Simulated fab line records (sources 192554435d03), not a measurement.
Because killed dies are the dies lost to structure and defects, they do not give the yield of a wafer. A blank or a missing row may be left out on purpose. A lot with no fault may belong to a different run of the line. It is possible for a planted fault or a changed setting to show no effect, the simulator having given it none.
Chamber matching | flow n5_finfet | rie_diel-02 running N5_BEOL_M15_ETCH_57: 4 sister chambers
The step etches SOC in N2/H2, time 750 s. 20 wafers are shown with their chamber, then 10 later ones without.

== WAFERS WITH THEIR CHAMBER ==
wafer  | chamber | drypump_motor_current_A (A) | showerhead_plenum_p_Torr (Torr) | throttle_valve_pct (%)
L074.1 | 3       | 5.6                         | 2.72                            | 17.45
L074.4 | 1       | 5.8                         | 2.53                            | 17.56
L074.6 | 0       | 5.1                         | 2.59                            | 17.84
L081.2 | 1       | 5.8                         | 2.53                            | 17.59
L081.3 | 2       | 6.5                         | 2.53                            | 18.16
L081.4 | 3       | 5.6                         | 2.71                            | 17.44
L083.1 | 3       | 5.6                         | 2.71                            | 17.44
L083.5 | 2       | 6.5                         | 2.53                            | 18.19
L083.6 | 1       | 5.8                         | 2.52                            | 17.58
L082.1 | 2       | 6.5                         | 2.53                            | 18.18
L082.4 | 1       | 5.7                         | 2.52                            | 17.60
L082.5 | 3       | 5.7                         | 2.71                            | 17.46
L084.1 | 1       | 5.8                         | 2.52                            | 17.60
L084.2 | 0       | 5.1                         | 2.59                            | 17.36
L084.4 | 3       | 5.6                         | 2.70                            | 17.48
L088.3 | 0       | 5.1                         | 2.58                            | 17.38
L088.4 | 0       | 5.1                         | 2.58                            | 17.36
L088.5 | 1       | 5.8                         | 2.52                            | 17.59
L091.3 | 1       | 5.8                         | 2.51                            | 17.62
L091.4 | 1       | 5.8                         | 2.51                            | 17.63

SIGNATURES (means of the wafers above)
reading                  | chamber 0 | chamber 1 | chamber 2 | chamber 3 | scatter within a chamber
drypump_motor_current_A  | 5.100     | 5.787     | 6.500     | 5.620     | 0.0324
showerhead_plenum_p_Torr | 2.5850    | 2.5200    | 2.5300    | 2.7100    | 0.00661
throttle_valve_pct       | 17.4850   | 17.5963   | 18.1767   | 17.4540   | 0.104
Rule: a wafer lies at a distance from a chamber equal to the root of the sum of squares, over the readings, of (its reading less the chamber's mean, divided by the reading's scatter). If the next closest chamber is less than 2 further off than the closest, the wafer can't be placed; otherwise it belongs to the closest. The scatter is the square root of a quotient: the sum, over the shown wafers, of each reading's squared deviation from its chamber's mean, divided by wafers minus chambers.

== WAFERS MISSING THEIR CHAMBER ==
wafer  | drypump_motor_current_A (A) | showerhead_plenum_p_Torr (Torr) | throttle_valve_pct (%)
L091.5 | 5.8                         | 2.51                            | 17.63
L092.1 | 5.8                         | 2.51                            | 17.63
L092.2 | 5.6                         | 2.70                            | 17.50
L092.5 | 6.4                         | 2.52                            | 17.72
L093.3 | 5.6                         | 2.70                            | 17.51
L093.4 | 5.1                         | 2.58                            | 17.38
L093.6 | 5.1                         | 2.58                            | 17.38
L096.3 | 5.1                         | 2.58                            | 17.39
L096.5 | 5.6                         | 2.69                            | 17.51
L096.6 | 6.5                         | 2.52                            | 17.71

== WHICH CHAMBER EACH WENT THROUGH ==
wafer  | from the rows above | in truth
L091.5 | 1                   | 1
L092.1 | 1                   | 1
L092.2 | 3                   | 3
L092.5 | 2                   | 2
L093.3 | 3                   | 3
L093.4 | 0                   | 0
L093.6 | 0                   | 0
L096.3 | 0                   | 0
L096.5 | 3                   | 3
L096.6 | 2                   | 2
10 of 10 placed correctly. Left unplaced by these rows: 0. Number placed wrongly: 0.
